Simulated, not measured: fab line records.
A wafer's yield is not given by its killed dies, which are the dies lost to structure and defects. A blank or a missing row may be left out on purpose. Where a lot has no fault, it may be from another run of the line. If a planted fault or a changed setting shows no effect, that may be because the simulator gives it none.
Comparing a struck lot with a sound one || flow nand_harc || 18 steps out of a route of 1159
Sound: wafers L515.3, L515.4, L515.6. Wafers L518.2, L518.4, L518.6 were the ones struck. At the end, the cause is stated.
At each step with rows: each side's tool, then ch and its chambers, then its first start. Under that, the readings that differ: sound wafers || struck wafers || difference of the means || sigmas: that difference in standard deviations of wafers without a fault.
alike: a reading whose means differ by less than 2 such deviations, as well as words and numbers matching on both sides. not compared: withheld readings; readings where some wafer has no value; bounds like >300 that might hide an equal value; numbers whose values overlap and for which the record gives no deviation.
The two part at a step that has a row with sigmas, a row that says differs or no value, or rows on one side only. When numbers do not overlap yet have no deviation, they are printed without sigmas and do not part them. Lack of a reading on every wafer of one side parts them only where that side has two or more wafers.

NHARC_P_GATE_ALD_36: deposits SiNx, target thk 20 nm, pulse time 60 s, ald cycles 223.
  sound on ald_sin-04 ch 0,1, day 5 04:14; struck on ald_sin-03 ch 2,3, day 6 01:55
  alike: heater_power_w, precursor_pulse_height_rel
NHARC_P_GATE_ETCHBACK_37: etches the open film in CHF3/O2, target depth 34.5 nm, time 17.2 s.
  sound: rie_diel-10 ch 0,1,2; struck: rie_diel-03 ch 0,1
  alike: drypump_motor_current_A, mfc_ar_sccm, oes_product_au, rf_vpp_V, showerhead_plenum_p_Torr, throttle_valve_pct
  not compared: rf_hours_counter_h
NHARC_P_GATE_STRIP_101: strips in O2, time 20 s.
  sound on rie_diel-10 ch 0,1, day 5 13:57; struck on rie_diel-03 ch 0,2, day 6 10:48
{"reading": "mfc_ar_sccm (sccm)", "sound": "0 0.011 0", "struck": "0.002 0.044 0.044", "difference": "+0.026", "sigmas": "+2"}
  alike: drypump_motor_current_A, oes_product_au, rf_vpp_V, showerhead_plenum_p_Torr, throttle_valve_pct
  not compared: rf_hours_counter_h
then, 9 steps without rows for these wafers: NHARC_P_GATE_PRECLEAN_97 (cleans in SPM, time 600 s); NHARC_P_GATE_SRD_98; NHARC_P_GATE_PRECLEAN_99 (cleans in SC1); NHARC_P_GATE_SRD_100; NHARC_P_GATE_DEHYDRATE_38 (time 120 s); NHARC_P_GATE_HMDS_39 (time 30 s); NHARC_P_GATE_COAT_40; NHARC_P_GATE_SOFTBAKE_41 (time 95 s); NHARC_P_GATE_EBR_42.
NHARC_P_GATE_EXPOSE_43: exposes mask P NSD, target cd 720 nm.
  sound on krf_scanner-01 ch 0, day 5 14:44; struck on krf_scanner-01 ch 0, day 6 11:26
{"reading": "mask", "sound": "P_NSD#0 P_NSD#0 P_NSD#0", "struck": "P_HVPW#0 P_HVPW#0 P_HVPW#0", "difference": "differs", "sigmas": ""}
  alike: reticle_temp_C
then, 2 steps without rows for these wafers: NHARC_P_GATE_PEB_44 (peb time 85 s); NHARC_P_GATE_DEVELOP_45 (time 70 s).
NHARC_P_GATE_CD_MEAS_46: the cd target is 720 nm.
  sound on cd_sem-01 ch 0, day 5 14:53; struck on cd_sem-02 ch 0, day 6 11:36
{"reading": "cd_nm (nm)", "sound": "722.6 722.2 720.8", "struck": "- - -", "difference": "no value on the struck wafers", "sigmas": ""}
then, 1 step without rows for these wafers: NHARC_P_GATE_HARDBAKE_47 (time 80 s).
-- record jumps: 15 days between struck wafers' starts before vs after; left off in module P_GATE, resumes in module END, first step shown is number 1159 of the route --
NHARC_END_SORT_01:
  here the record holds rows for the struck wafers (prober-02 ch 0, day 21 05:16) but none for the sound ones

WHERE THEY PART
Last at NHARC_END_SORT_01 as far as this record goes, first at NHARC_P_GATE_STRIP_101.

WHY: whatever the simulator had introduced
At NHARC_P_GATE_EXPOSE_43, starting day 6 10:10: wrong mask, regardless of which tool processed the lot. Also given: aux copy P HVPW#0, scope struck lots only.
